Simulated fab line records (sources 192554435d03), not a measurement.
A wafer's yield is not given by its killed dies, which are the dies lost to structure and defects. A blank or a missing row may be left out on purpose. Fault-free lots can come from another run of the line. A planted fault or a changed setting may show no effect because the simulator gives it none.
fab line records	flow n5Finfet
record lots=8	wafers=24	lastDay=19
route steps=1938 shown HKMG_FIN@387 BEOL_M4@1111 PASSIVATION@1936
lots untouched by any fault: they come from a run of this same line in which no faults occurred
startH: the number of hours between the record's first day and the start of the first shown wafer of the lot	waitH: how many hours have passed since the lot's step before this one	" unchanged from the row above	L1.1+2: one row covering several wafers at once	- no value, or no start was given	* or withheld: withheld	< > ~ a bound
route shown NAME@n: NAME is a module with steps in the file, n the number in the route of the first one	usual: average and standard deviation across the fault-free wafers	same: alike in all rows	chamber/n: place in a boat	sites: each site's reading	_std_site: standard deviation of those values	_edge_site: the outer-site mean with the inner-site mean subtracted	radiusMm: for every site, how far away it sits from the centre of the wafer	mask NAME#n: copy n	behind: the last tool/chamber to shape the wafer	hold: cause of the lot's hold/its duration in hours/its outcome	device: which transistor (n, p or np) failed to switch	end of line: at the end of the route, the tests of the same wafers	a step with no rows: only its recipe	killed: dies lost to structure and defects at the first sort, not the wafer's yield	map: shows each die of a wafer: x if killed, . if not, _ if none is there
set.NAME: the setting as run; set.NAME@STEP: as run at that earlier step	model.NAME: the simulator's own value behind a step, which no gauge read
a sample of lots followed through the steps of the route, with each step as a table and each wafer as a row
services: from which hour (startH, from the record's first day; less than 0 if before it) a tool's chamber was out of use, for how many hours, and why
## steps
# step N5_HKMG_FIN_HK_ANNEAL_02
# recipe tempC=700	timeS=30	ambient=N2	idleTempC=600	rampUpCPerS=150	rampDownCPerS=60	coolToC=600
# usual lampPowerPct=8.81/0.05	lamp_zone_3_pct=8.798/0.011	lamp_zone_7_pct=9.191/0.01	wafer_temp_C_max=703.0/0.69
# same timeS=30
lot.wafer	tool	chamber	startH	waitH	lampPowerPct	lamp_zone_3_pct	lamp_zone_7_pct	wafer_temp_C_max
L602.1	rtpAnneal-02	0	84.18	0.1	8.80	8.792	9.184	703.9
L602.2	"	0	"	"	8.81	8.803	9.214	702.9
L602.4	"	0	"	"	8.77	8.780	9.201	702.7
L608.2	rtpAnneal-02	0	119.71	0.1	8.92	8.799	9.181	702.6
L608.3	"	0	"	"	8.85	8.789	9.184	703.8
L608.5	"	0	"	"	8.77	8.784	9.186	703.4
L612.2	rtpAnneal-02	0	143.44	0.1	8.80	8.781	9.185	703.6
L612.3	"	0	"	"	8.80	8.812	9.189	704.0
L612.4	"	0	"	"	8.83	8.799	9.189	701.9
L613.1	rtpAnneal-01	0	148.42	0.1	8.86	8.792	9.189	702.9
L613.4	"	0	"	"	8.79	8.799	9.183	703.6
L613.6	"	0	"	"	8.82	8.818	9.176	702.8
L614.1	rtpAnneal-02	0	155.25	0.1	8.77	8.785	9.203	703.8
L614.2	"	0	"	"	8.79	8.813	9.196	702.6
L614.4	"	0	"	"	8.86	8.809	9.191	703.5
L615.2	rtpAnneal-01	0	161.90	0.4	8.78	8.789	9.179	703.4
L615.3	"	0	"	"	8.83	8.809	9.179	703.3
L615.5	"	0	"	"	8.75	8.803	9.178	703.4
L616.2	rtpAnneal-02	0	166.01	0.1	8.78	8.812	9.173	702.8
L616.3	"	0	"	"	8.80	8.776	9.211	704.7
L616.6	"	0	"	"	8.80	8.789	9.185	704.0
L621.4	rtpAnneal-02	0	204.02	0.2	8.82	8.795	9.191	704.3
L621.5	"	0	"	"	8.79	8.793	9.186	703.7
L621.6	"	0	"	"	8.83	8.800	9.186	702.9
# step N5_HKMG_FIN_INSPECT_61
# recipe mode=adi	inspectInstrument=macro
# usual rawDefectCount=2.1/1.5
lot.wafer	tool	chamber	startH	waitH	rawDefectCount
L602.1	defectInspect-02	-	84.87	0.0	2
L602.2	"	-	"	"	0
L602.4	"	-	"	"	4
L608.2	defectInspect-01	-	120.49	0.0	2
L608.3	"	-	"	"	1
L608.5	"	-	"	"	2
L612.2	defectInspect-02	-	144.22	0.0	3
L612.3	"	-	"	"	3
L612.4	"	-	"	"	1
L613.1	defectInspect-01	-	149.23	0.0	1
L613.4	"	-	"	"	3
L613.6	"	-	"	"	1
L614.1	defectInspect-02	-	156.09	0.0	3
L614.2	"	-	"	"	1
L614.4	"	-	"	"	1
L615.2	defectInspect-01	-	162.85	0.0	1
L615.3	"	-	"	"	1
L615.5	"	-	"	"	1
L616.2	defectInspect-02	-	166.79	0.0	3
L616.3	"	-	"	"	1
L616.6	"	-	"	"	2
L621.4	defectInspect-01	-	204.74	0.0	4
L621.5	"	-	"	"	2
L621.6	"	-	"	"	5
# step N5_HKMG_FIN_ETCH_58
# recipe chemistry=N2/H2	target=SOC	targetDepthA=2158	ionEnergyEv=50	biasW=13	timeS=741	pressureMtorr=30	sourceW=875	n2FlowSccm=200	h2FlowSccm=200
# usual biasW=13.00/0.037	chamberPressureMTorr=30.001/0.027	drypumpMotorCurrentA=5.8/0.48	h2FlowSccm=200.0/0.56	oesProductAu=0.78/0.084	rfVppV=99.2/0.92	showerheadPlenumPTorr=2.56/0.062	throttleValvePct=17.89/0.16
# same timeS=741
lot.wafer	tool	chamber	startH	waitH	biasW	chamberPressureMTorr	drypumpMotorCurrentA	h2FlowSccm	oesProductAu	rfHoursCounterH	rfVppV	showerheadPlenumPTorr	throttleValvePct
L602.1	rieDiel-01	0	85.26	0.0	13.07	30.056	6.5	199.7	0.92	18	98.7	2.50	17.66
L602.2	"	2	"	"	13.01	30.044	5.0	200.5	0.71	210	101.1	2.61	17.64
L602.4	"	1	"	"	12.97	29.977	5.6	199.5	0.79	134	98.7	2.55	17.97
L608.2	rieDiel-01	3	120.83	0.0	12.98	30.048	5.2	199.8	0.79	105	99.3	2.57	18.06
L608.3	"	2	"	"	13.03	29.981	5.0	200.6	0.71	223	99.0	2.61	17.67
L608.5	"	2	"	"	13.00	29.988	5.0	200.2	0.71	-	100.4	2.61	17.67
L612.2	rieDiel-04	2	144.67	0.0	12.99	30.046	5.6	200.3	0.71	170	100.3	2.53	18.09
L612.3	"	0	"	"	13.01	30.055	6.2	199.7	0.67	245	99.2	2.61	17.93
L612.4	"	1	"	"	12.99	30.043	6.2	200.3	0.68	246	99.6	2.50	17.96
L613.1	rieDiel-05	0	149.87	0.0	13.02	29.987	5.7	199.8	0.84	62	100.4	2.70	17.91
L613.4	"	0	"	"	12.97	29.992	5.7	199.5	0.83	-	101.7	2.70	17.92
L613.6	"	1	"	"	12.98	29.980	6.6	199.3	0.79	-	99.3	2.56	17.73
L614.1	rieDiel-04	3	156.42	0.0	12.96	30.017	5.5	200.8	0.95	11	98.4	2.61	17.72
L614.2	"	0	"	"	13.00	30.027	6.2	201.2	0.67	250	98.2	2.61	17.95
L614.4	"	3	"	"	13.03	30.016	5.5	200.6	0.96	-	100.2	2.61	17.71
L615.2	rieDiel-04	3	163.18	0.0	13.02	29.965	5.5	200.3	0.93	14	100.0	2.61	17.71
L615.3	"	1	"	"	12.96	30.057	6.3	200.5	0.68	253	98.5	2.50	17.99
L615.5	"	2	"	"	12.99	29.977	5.5	199.3	0.71	-	98.2	2.53	18.11
L616.2	rieDiel-05	0	167.13	0.0	13.00	29.998	5.7	199.9	0.83	68	100.1	2.69	17.92
L616.3	"	1	"	"	13.02	29.983	6.6	201.0	0.78	137	99.8	2.55	17.75
L616.6	"	0	"	"	13.03	30.009	5.7	200.1	0.83	-	100.4	2.69	17.94
L621.4	rieDiel-01	1	205.32	0.2	13.06	29.940	5.7	200.1	0.76	-	98.5	2.53	18.05
L621.5	"	3	"	"	13.06	29.978	5.2	200.3	0.76	-	99.1	2.56	18.12
L621.6	"	0	"	"	13.01	29.984	6.5	200.2	0.84	-	99.7	2.48	17.73
# step N5_HKMG_FIN_WET_ETCH_78
# recipe chemistry=dNH4OH	mix=1:50	tempC=25	target=Al2O3	stopOn=La2O3	targetDepthNm=4.5	dry=ipaMarangoni	rinseTimeS=30	rinseTempC=23
# usual bathHeatDutyPct=6.4/0.75	rinseTempC=23.00/0.11
lot.wafer	tool	chamber	startH	waitH	bathHeatDutyPct	rinseTempC
L602.1	wetBench-05	2	86.26	0.0	6.5	22.93
L602.2	"	3	"	"	6.2	22.94
L602.4	"	4	"	"	7.1	22.93
L608.2	wetBench-05	0	121.82	0.0	6.0	23.18
L608.3	"	4	"	"	6.8	23.13
L608.5	"	2	"	"	6.1	23.05
L612.2	wetBench-05	6	145.66	0.0	6.8	22.97
L612.3	"	7	"	"	5.7	23.06
L612.4	"	0	"	"	6.3	23.10
L613.1	wetBench-04	5	150.89	0.0	-	-
L613.4	"	3	"	"	-	-
L613.6	"	4	"	"	-	-
L614.1	wetBench-05	4	157.63	0.0	-	-
L614.2	"	6	"	"	-	-
L614.4	"	7	"	"	-	-
L615.2	wetBench-03	1	164.18	0.0	6.2	23.15
L615.3	"	6	"	"	5.9	22.91
L615.5	"	3	"	"	7.5	23.01
L616.2	wetBench-03	4	168.12	0.0	5.1	22.99
L616.3	"	0	"	"	6.0	22.84
L616.6	"	6	"	"	6.0	23.03
L621.4	wetBench-03	7	206.31	0.0	6.0	22.86
L621.5	"	1	"	"	6.3	23.15
L621.6	"	3	"	"	8.5	22.96
# step N5_BEOL_M4_RC_MEAS_101
# usual DIBL_N=36.6/1.3	DIBL_P=36.4/1.4	EOT_P=10.47/0.097	IGATE_P=0.0039/0.00054	IOFF_N=0.167/0.023	IOFF_P=0.219/0.029	IOFF_P_85C=3.8/0.42	IOFF_P_LIN=0.104/0.012	IOFF_P_LONG=0.000108/9.9e-06	ION_N=678/8.7	ION_P=464/6.4	SS_N=71.5/0.53	SS_P=73.4/0.57	VT_N=248.5/2.8	VT_N_LVT=98.6/2.8	VT_P=-249/3.1	VT_P_LONG=-275/3.3	VT_P_LVT=-99.0/2.7
lot.wafer	tool	chamber	startH	waitH	DIBL_N[mV/V]	DIBL_P[mV/V]	EOT_P	IGATE_P[nA/um]	IOFF_N[nA/um]	IOFF_P[nA/um]	IOFF_P_85C[nA/um]	IOFF_P_LIN[nA/um]	IOFF_P_LONG[nA/um]	ION_N[uA/um]	ION_P[uA/um]	SS_N[mV/dec]	SS_P[mV/dec]	VT_N[mV]	VT_N_LVT[mV]	VT_P[mV]	VT_P_LONG[mV]	VT_P_LVT[mV]
L602.1	prober-02	0	196.22	0.0	35.3	33.7	10.50	0.0031	0.136	0.182	3.3	0.090	0.000111	658	455	70.3	73.0	255.9	104.6	-250	-275	-101.9
L602.2	"	0	"	"	34.1	32.7	10.48	0.0033	0.125	0.170	3.1	0.087	0.000112	659	458	70.5	72.9	253.4	103.8	-250	-275	-102.1
L602.4	"	0	"	"	34.1	33.6	10.57	0.0034	0.129	0.179	3.3	0.091	0.000115	668	458	70.8	72.8	253.7	102.3	-251	-273	-100.5
L608.2	prober-02	0	254.80	0.2	35.0	34.1	10.48	0.0043	0.133	0.192	3.4	0.099	0.000112	666	462	70.6	72.9	252.4	102.8	-249	-273	-99.6
L608.3	"	0	"	"	37.0	36.9	10.33	0.0053	0.166	0.239	4.1	0.115	0.000121	681	471	71.8	73.5	247.1	98.8	-247	-274	-97.0
L608.5	"	0	"	"	37.8	37.1	10.50	0.0039	0.169	0.238	4.0	0.114	0.000115	669	459	71.9	73.4	250.5	100.0	-246	-274	-97.6
L612.2	prober-02	0	290.19	0.2	35.6	34.4	10.60	0.0035	0.148	0.192	3.4	0.095	0.000103	673	458	70.7	73.2	250.9	100.4	-250	-274	-102.1
L612.3	"	0	"	"	36.8	36.1	10.60	0.0035	0.175	0.229	4.0	0.108	0.000102	687	468	71.4	73.6	248.2	99.2	-248	-272	-99.4
L612.4	"	0	"	"	35.9	35.5	10.52	0.0037	0.152	0.214	3.8	0.103	0.000103	671	464	71.7	73.0	248.8	101.1	-248	-272	-100.0
L615.2	prober-02	0	296.83	0.2	37.3	36.1	10.37	0.0045	0.187	0.241	4.1	0.114	0.000119	675	464	72.4	73.5	248.6	98.1	-245	-269	-97.4
L615.3	"	0	"	"	38.8	38.8	10.33	0.0040	0.219	0.290	4.8	0.130	0.000119	681	468	72.3	75.0	245.4	95.5	-244	-271	-93.7
L615.5	"	0	"	"	37.2	35.9	10.40	0.0040	0.182	0.238	4.0	0.112	0.000115	669	459	72.7	73.2	246.7	99.2	-246	-270	-96.7
L613.1	prober-01	0	305.05	0.0	35.5	48.5	14.85	0.0000	0.165	4.446	46.9	2.046	0.000683	674	509	71.6	76.4	248.2	160.2	-179	-216	-90.4
L613.4	"	0	"	"	36.0	49.2	15.05	0.0000	0.177	4.758	49.1	2.129	0.000681	673	505	71.8	76.4	249.4	160.3	-179	-219	-90.4
L613.6	"	0	"	"	36.7	49.6	14.89	0.0000	0.189	4.672	48.6	2.092	0.000676	670	503	72.2	76.4	247.0	158.8	-178	-214	-90.4
L614.1	prober-01	0	308.51	0.0	34.8	45.7	14.82	0.0000	0.142	4.257	43.7	2.046	0.000806	661	500	71.8	75.7	250.3	165.7	-177	-213	-91.1
L614.2	"	0	"	"	35.6	48.2	14.84	0.0000	0.159	4.988	50.0	2.294	0.000801	675	508	70.3	75.8	249.4	164.7	-174	-210	-89.0
L614.4	"	0	"	"	36.5	47.8	14.74	0.0000	0.169	4.834	49.2	2.261	0.000808	670	505	71.2	75.7	247.3	164.1	-173	-213	-89.3
L616.2	prober-01	0	317.16	0.2	36.7	35.2	10.35	0.0039	0.151	0.167	3.0	0.083	9.6e-05	675	448	72.3	73.0	250.5	100.3	-255	-279	-102.8
L616.3	"	0	"	"	36.8	37.2	10.46	0.0039	0.157	0.193	3.5	0.091	9.5e-05	674	460	71.7	73.3	248.2	99.0	-254	-276	-100.0
L616.6	"	0	"	"	35.3	35.2	10.44	0.0034	0.133	0.169	3.1	0.084	9.7e-05	665	453	71.6	72.5	251.8	101.6	-252	-279	-102.0
L621.4	prober-01	0	351.61	0.5	37.1	39.1	10.51	0.0035	0.171	0.247	4.2	0.111	0.000108	674	463	72.1	73.3	249.8	100.2	-248	-273	-97.0
L621.5	"	0	"	"	37.7	38.4	10.52	0.0038	0.176	0.233	4.0	0.107	0.000106	675	465	72.4	73.7	250.0	98.8	-248	-274	-98.5
L621.6	"	0	"	"	36.9	38.3	10.31	0.0043	0.168	0.222	3.9	0.103	0.0001	678	466	71.7	73.8	252.3	99.4	-251	-274	-100.3
# step N5_PASSIVATION_PROBE_49
# usual defectLimitedYield=91.6/1.6	killed_at_M0_to_M3=32/9.7	killed_at_M4_up=13/4.4	killedAtContacts=12/6.5	killedAtFrontEnd=38/12	killedAtOther=3.7/3	killedDies=99/18	killedOpen=66/14	killedShort=32/7.5	sort_bin_4_leakage=0/0	sort_bin_5_function=4.9/1	sort_bin_6_memory=3.2/0.73	sortNPass=1081/18	sortYieldPct=91.6/1.6
# same grossDies=1180	killedAtBackSide=0	sort_bin_8_speed[%]=0
lot.wafer	tool	chamber	startH	waitH	defectLimitedYield[%]	killed_at_M0_to_M3	killed_at_M4_up	killedAtContacts	killedAtFrontEnd	killedAtOther	killedDies	killedOpen	killedShort	sort_bin_4_leakage[%]	sort_bin_5_function[%]	sort_bin_6_memory[%]	sortNPass	sortYieldPct[%]
L602.1	prober-01	-	299.13	0.0	90.3	39	8	16	48	4	115	85	30	0	4.7	5.0	1065	90.3
L602.2	prober-01	-	299.18	0.1	89.0	56	13	8	52	1	130	93	37	0	5.6	4.8	1050	89.0
L602.4	prober-01	-	299.28	0.2	91.4	43	12	9	34	3	101	64	37	0	4.9	3.4	1079	91.4
L608.2	prober-02	-	353.72	0.1	93.2	32	14	17	14	3	80	63	17	0	3.8	2.9	1100	93.2
L608.3	prober-02	-	353.77	0.1	90.4	39	13	8	44	9	113	75	36	0	5.6	3.7	1067	90.4
L608.5	prober-02	-	353.87	0.2	91.7	27	9	9	43	10	98	63	34	0	4.6	3.3	1082	91.7
L612.2	prober-01	-	389.96	0.1	91.3	33	19	10	39	2	103	76	27	0	4.1	4.5	1077	91.3
L612.3	prober-01	-	390.01	0.1	94.3	22	6	7	30	2	67	48	19	0	3.4	2.0	1113	94.3
L612.4	prober-01	-	390.06	0.2	92.2	43	4	16	23	6	92	71	21	0	4.2	3.2	1088	92.2
L615.2	prober-01	-	403.24	0.1	89.0	54	10	15	51	0	130	84	45	0	6.3	4.4	1050	89.0
L615.3	prober-01	-	403.29	0.1	92.9	26	9	10	39	0	84	58	25	0	4.2	2.7	1096	92.9
L615.5	prober-01	-	403.39	0.2	91.6	33	11	19	35	1	99	66	32	0	4.7	3.6	1081	91.6
L614.1	prober-01	-	408.99	0.0	90.3	36	12	12	50	4	114	70	40	90.34	6.0	3.1	0	0
L614.2	prober-01	-	409.04	0.1	91.2	48	10	11	32	3	104	67	34	91.19	5.5	3.0	0	0
L614.4	prober-01	-	409.14	0.2	90.8	41	16	14	34	4	109	77	32	90.76	5.6	3.1	0	0
L613.1	prober-01	-	418.70	0.0	93.0	25	13	9	34	2	83	52	31	92.97	4.5	2.4	0	0
L613.4	prober-01	-	418.85	0.2	92.1	35	19	7	29	3	93	62	31	92.12	4.7	3.1	0	0
L613.6	prober-01	-	418.95	0.3	92.6	23	15	8	40	1	87	56	31	92.63	4.3	3.0	0	0
L616.2	prober-01	-	419.34	0.1	90.0	42	10	10	45	11	118	74	43	0	5.7	4.1	1062	90.0
L616.3	prober-01	-	419.39	0.1	92.3	30	11	3	45	2	91	51	36	0	4.7	2.5	1089	92.3
L616.6	prober-01	-	419.54	0.3	91.6	40	12	8	37	2	99	70	29	0	5.5	2.7	1081	91.6
L621.4	prober-02	-	455.37	0.2	89.6	33	18	9	58	5	123	89	32	0	6.6	3.4	1057	89.6
L621.5	prober-02	-	455.42	0.2	89.8	30	13	5	68	4	120	80	39	0	6.4	3.6	1060	89.8
L621.6	prober-02	-	455.47	0.3	90.6	39	4	20	45	3	111	73	38	0	4.9	4.0	1069	90.6
# killed by level:class
L602.1 MOL_CONTACT_COAG:geometricParticle:open=13 BEOL_M0:geometricParticle:open=10 BEOL_M1:geometricParticle:open=10 FIN_SAQP:geometricParticle:open=8 BEOL_M3:geometricParticle:open=7 GATE_CUT:geometricParticle:short=6 STI_FIN_REVEAL:geometricParticle:open=5 DUMMY_GATE:geometricParticle:open=5
L602.2 STI_FIN_REVEAL:geometricParticle:open=18 BEOL_M0_SAQP:geometricParticle:short=11 BEOL_M3:geometricParticle:open=11 BEOL_M0_SAQP:geometricParticle:open=10 DUMMY_GATE:geometricParticle:open=8 BEOL_M1:geometricParticle:open=8 GATE_CUT:geometricParticle:open=6 FIN_SAQP:geometricParticle:open=5
L602.4 STI_FIN_REVEAL:geometricParticle:open=14 BEOL_M0_SAQP:geometricParticle:short=13 BEOL_M1:geometricParticle:open=11 BEOL_M0_SAQP:geometricParticle:open=8 MOL_CONTACT_COAG:geometricParticle:open=6 DUMMY_GATE:geometricParticle:open=5 BEOL_M4:geometricParticle:open=5 FIN_SAQP:geometricParticle:open=4
L608.2 MOL_CONTACT_COAG:geometricParticle:open=16 BEOL_M3:geometricParticle:open=10 BEOL_M0_SAQP:geometricParticle:short=8 BEOL_M2:geometricParticle:open=7 BEOL_M0_SAQP:geometricParticle:open=5 BEOL_M7:geometricParticle:open=5 DUMMY_GATE:geometricParticle:open=4 GATE_CUT:geometricParticle:short=4
L608.3 BEOL_M0_SAQP:geometricParticle:open=12 BEOL_M2:geometricParticle:open=9 BEOL_M0_SAQP:geometricParticle:short=8 GATE_CUT:geometricParticle:short=7 MOL_CONTACT_COAG:geometricParticle:open=7 BEOL_M3:geometricParticle:open=6 FIN_SAQP:geometricParticle:short=5 STARTING-WAFER:geometricParticle:short=5
L608.5 STI_FIN_REVEAL:geometricParticle:open=11 MOL_CONTACT_COAG:geometricParticle:open=9 DUMMY_GATE:geometricParticle:open=8 FIN_SAQP:geometricParticle:short=7 BEOL_M2:geometricParticle:open=7 BEOL_M3:geometricParticle:open=5 BEOL_M0_SAQP:geometricParticle:short=4 BEOL_M1:geometricParticle:short=4
L612.2 BEOL_M2:geometricParticle:open=11 FIN_SAQP:geometricParticle:open=10 MOL_CONTACT_COAG:geometricParticle:open=10 BEOL_M4:geometricParticle:open=10 STI_FIN_REVEAL:geometricParticle:open=6 GATE_CUT:geometricParticle:short=6 BEOL_M0_SAQP:geometricParticle:short=5 BEOL_M1:geometricParticle:open=5
L612.3 FIN_SAQP:geometricParticle:short=8 BEOL_M1:geometricParticle:open=7 FIN_SAQP:geometricParticle:open=5 MOL_CONTACT_COAG:geometricParticle:open=5 BEOL_M0_SAQP:geometricParticle:open=5 DUMMY_GATE:geometricParticle:open=4 STI_FIN_REVEAL:geometricParticle:open=4 BEOL_M0_SAQP:geometricParticle:short=4
L612.4 BEOL_M1:geometricParticle:open=16 MOL_CONTACT_COAG:geometricParticle:open=14 BEOL_M2:geometricParticle:open=7 STI_FIN_REVEAL:geometricParticle:open=7 BEOL_M0_SAQP:geometricParticle:open=6 BEOL_M0_SAQP:geometricParticle:short=5 FIN_SAQP:geometricParticle:open=4 PASS1_CAP:geometricParticle:short=4
L615.2 BEOL_M0_SAQP:geometricParticle:open=16 STI_FIN_REVEAL:geometricParticle:open=15 BEOL_M0_SAQP:geometricParticle:short=14 FIN_SAQP:geometricParticle:short=13 MOL_CONTACT_COAG:geometricParticle:open=12 FIN_SAQP:geometricParticle:open=8 BEOL_M3:geometricParticle:open=6 BEOL_M1:geometricParticle:open=6
L615.3 FIN_SAQP:geometricParticle:open=17 MOL_CONTACT_COAG:geometricParticle:open=9 BEOL_M0_SAQP:geometricParticle:short=9 FIN_SAQP:geometricParticle:short=8 BEOL_M0_SAQP:geometricParticle:open=6 BEOL_M3:geometricParticle:open=5 STI_FIN_REVEAL:geometricParticle:open=4 DUMMY_GATE:geometricParticle:open=2
L615.5 MOL_CONTACT_COAG:geometricParticle:open=18 BEOL_M3:geometricParticle:open=12 FIN_SAQP:geometricParticle:open=8 BEOL_M0_SAQP:geometricParticle:short=7 FIN_SAQP:geometricParticle:short=6 BEOL_M0_SAQP:geometricParticle:open=6 DUMMY_GATE:geometricParticle:open=4 STI_FIN_REVEAL:geometricParticle:open=4
L614.1 FIN_SAQP:geometricParticle:short=10 STI_FIN_REVEAL:geometricParticle:open=10 BEOL_M0_SAQP:geometricParticle:short=10 MOL_CONTACT_COAG:geometricParticle:open=9 DUMMY_GATE:geometricParticle:open=8 BEOL_M4:geometricParticle:open=8 BEOL_M0_SAQP:geometricParticle:open=7 BEOL_M3:geometricParticle:open=7
L614.2 BEOL_M0_SAQP:geometricParticle:open=13 BEOL_M0_SAQP:geometricParticle:short=9 BEOL_M3:geometricParticle:open=8 FIN_SAQP:geometricParticle:short=7 FIN_SAQP:geometricParticle:open=7 MOL_CONTACT_COAG:geometricParticle:open=6 BEOL_M0:geometricParticle:open=5 BEOL_M2:geometricParticle:open=5
L614.4 FIN_SAQP:geometricParticle:open=14 BEOL_M1:geometricParticle:open=14 MOL_CONTACT_COAG:geometricParticle:open=12 BEOL_M3:geometricParticle:open=9 BEOL_M0_SAQP:geometricParticle:short=6 BEOL_M4:geometricParticle:open=6 DUMMY_GATE:geometricParticle:open=5 FIN_SAQP:geometricParticle:short=4
L613.1 BEOL_M2:geometricParticle:open=10 GATE_CUT:geometricParticle:short=9 FIN_SAQP:geometricParticle:short=6 MOL_CONTACT_COAG:geometricParticle:open=6 BEOL_M3:geometricParticle:open=6 BEOL_M5:geometricParticle:open=6 STI_FIN_REVEAL:geometricParticle:open=5 BEOL_M4:geometricParticle:open=5
L613.4 BEOL_M0:geometricParticle:open=9 BEOL_M2:geometricParticle:open=9 BEOL_M4:geometricParticle:open=8 GATE_CUT:geometricParticle:short=6 STI_FIN_REVEAL:geometricParticle:open=5 MOL_CONTACT_COAG:geometricParticle:open=5 BEOL_M3:geometricParticle:open=4 BEOL_M5:geometricParticle:open=4
L613.6 FIN_SAQP:geometricParticle:short=10 GATE_CUT:geometricParticle:short=7 FIN_SAQP:geometricParticle:open=6 STI_FIN_REVEAL:geometricParticle:open=6 GATE_CUT:geometricParticle:open=6 BEOL_M2:geometricParticle:open=6 BEOL_M4:geometricParticle:open=6 MOL_CONTACT_COAG:geometricParticle:open=5
L616.2 FIN_SAQP:geometricParticle:short=14 BEOL_M3:geometricParticle:open=12 FIN_SAQP:geometricParticle:open=9 MOL_CONTACT_COAG:geometricParticle:open=8 BEOL_M0_SAQP:geometricParticle:open=8 BEOL_M1:geometricParticle:open=7 PASS1_DEP:geometricParticle:short=6 GATE_CUT:geometricParticle:short=5
L616.3 FIN_SAQP:geometricParticle:open=9 FIN_SAQP:geometricParticle:short=7 BEOL_M0_SAQP:geometricParticle:short=7 STI_FIN_REVEAL:geometricParticle:open=6 GATE_CUT:geometricParticle:short=6 BEOL_M3:geometricParticle:open=5 STARTING-WAFER:geometricParticle:short=5 BEOL_M0:geometricParticle:open=4
L616.6 FIN_SAQP:geometricParticle:short=9 STI_FIN_REVEAL:geometricParticle:open=9 BEOL_M3:geometricParticle:open=9 FIN_SAQP:geometricParticle:open=8 MOL_CONTACT_COAG:geometricParticle:open=8 BEOL_M2:geometricParticle:open=8 BEOL_M0_SAQP:geometricParticle:open=7 BEOL_M4:geometricParticle:open=5
L621.4 FIN_SAQP:geometricParticle:open=14 STI_FIN_REVEAL:geometricParticle:open=12 BEOL_M0:geometricParticle:open=8 BEOL_M1:geometricParticle:open=8 FIN_SAQP:geometricParticle:short=7 MOL_CONTACT_COAG:geometricParticle:open=7 DUMMY_GATE:geometricParticle:open=6 BEOL_M3:geometricParticle:open=6
L621.5 FIN_SAQP:geometricParticle:open=21 STI_FIN_REVEAL:geometricParticle:open=15 FIN_SAQP:geometricParticle:short=14 BEOL_M0_SAQP:geometricParticle:short=7 BEOL_M0_SAQP:geometricParticle:open=6 DUMMY_GATE:geometricParticle:open=6 BEOL_M3:geometricParticle:open=6 BEOL_M5:geometricParticle:open=5
L621.6 MOL_CONTACT_COAG:geometricParticle:open=15 BEOL_M0_SAQP:geometricParticle:open=13 FIN_SAQP:geometricParticle:short=7 FIN_SAQP:geometricParticle:open=7 BEOL_M0_SAQP:geometricParticle:short=7 DUMMY_GATE:geometricParticle:open=6 BEOL_M2:geometricParticle:open=6 STI_FIN_REVEAL:geometricParticle:open=5
## services
tool	chamber	startH	hours	kind
rieDiel-04	1	61.26	8.9	repair
rieDiel-04	3	101.78	-	clean
rieDiel-04	3	101.78	-	consumableReplace:focusRing
rieDiel-04	3	101.78	28.4	scheduledDown
rieDiel-04	3	101.78	28.4	ventCycle
rieDiel-04	-	119.54	2.3	repair
rieDiel-05	-	132.88	14.6	pm
rieDiel-04	0	160.67	-	clean
rieDiel-04	0	160.67	-	consumableReplace:focusRing
rieDiel-04	0	160.67	25.2	scheduledDown
rieDiel-04	0	160.67	25.2	ventCycle
rieDiel-05	1	173.90	8.8	repair
rieDiel-04	1	176.16	8.1	repair
rieDiel-01	0	182.28	1.9	repair
wetBench-04	-	185.28	1.9	pm
rieDiel-04	1	185.89	-	clean
rieDiel-04	1	185.89	-	consumableReplace:focusRing
rieDiel-04	1	185.89	27.9	scheduledDown
rieDiel-04	1	185.89	27.9	ventCycle
rieDiel-01	2	190.80	1.6	repair
rieDiel-01	2	204.69	-	clean
rieDiel-01	2	204.69	-	consumableReplace:focusRing
rieDiel-01	2	204.69	23.2	scheduledDown
rieDiel-01	2	204.69	23.2	ventCycle
## key
firstSign step=N5_HKMG_FIN_WET_ETCH_78	reading=toolRecord	direction=missing
effect step=N5_BEOL_M4_RC_MEAS_101	reading=IOFF_P_LIN	direction=up	sigmas=99+	usual=0.104	struck=2.145
effect step=N5_BEOL_M4_RC_MEAS_101	reading=IOFF_P	direction=up	sigmas=99+	usual=0.219	struck=4.659
effect step=N5_BEOL_M4_RC_MEAS_101	reading=IOFF_P_85C	direction=up	sigmas=99+	usual=3.8	struck=47.9
effect step=N5_BEOL_M4_RC_MEAS_101	reading=IOFF_P_LONG	direction=up	sigmas=64	usual=0.000108	struck=0.000743
effect step=N5_BEOL_M4_RC_MEAS_101	reading=EOT_P	direction=up	sigmas=45	usual=10.47	struck=14.86
effect step=N5_BEOL_M4_RC_MEAS_101	reading=VT_P	direction=up	sigmas=24	usual=-249	struck=-177
effect step=N5_BEOL_M4_RC_MEAS_101	reading=VT_N_LVT	direction=up	sigmas=23	usual=98.6	struck=162.3
effect step=N5_BEOL_M4_RC_MEAS_101	reading=VT_P_LONG	direction=up	sigmas=18	usual=-275	struck=-214
effect step=N5_BEOL_M4_RC_MEAS_101	reading=DIBL_P	direction=up	sigmas=8.2	usual=36.4	struck=48.2
effect step=N5_BEOL_M4_RC_MEAS_101	reading=IGATE_P	direction=down	sigmas=7.2	usual=0.0039	struck=0.0000
effect step=N5_BEOL_M4_RC_MEAS_101	reading=ION_P	direction=up	sigmas=6.4	usual=464	struck=505
effect step=N5_BEOL_M4_RC_MEAS_101	reading=SS_P	direction=up	sigmas=4.8	usual=73.4	struck=76.1
effect step=N5_PASSIVATION_PROBE_49	reading=sort_bin_4_leakage	direction=up	sigmas=99+	usual=0	struck=91.67
metAt N5_HKMG_FIN_WET_ETCH_78
struckLots L613,L614
notActingAt N5_HKMG_FIN_HK_ANNEAL_02,N5_HKMG_FIN_INSPECT_61,N5_HKMG_FIN_ETCH_58
onsetBetween 145.66 150.89
fault kind=skippedStepWhole	tool=wetBench-04,wetBench-05	chamber=-	onsetH=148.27	steps=N5_HKMG_FIN_WET_ETCH_78	scope=struckLotsOnly
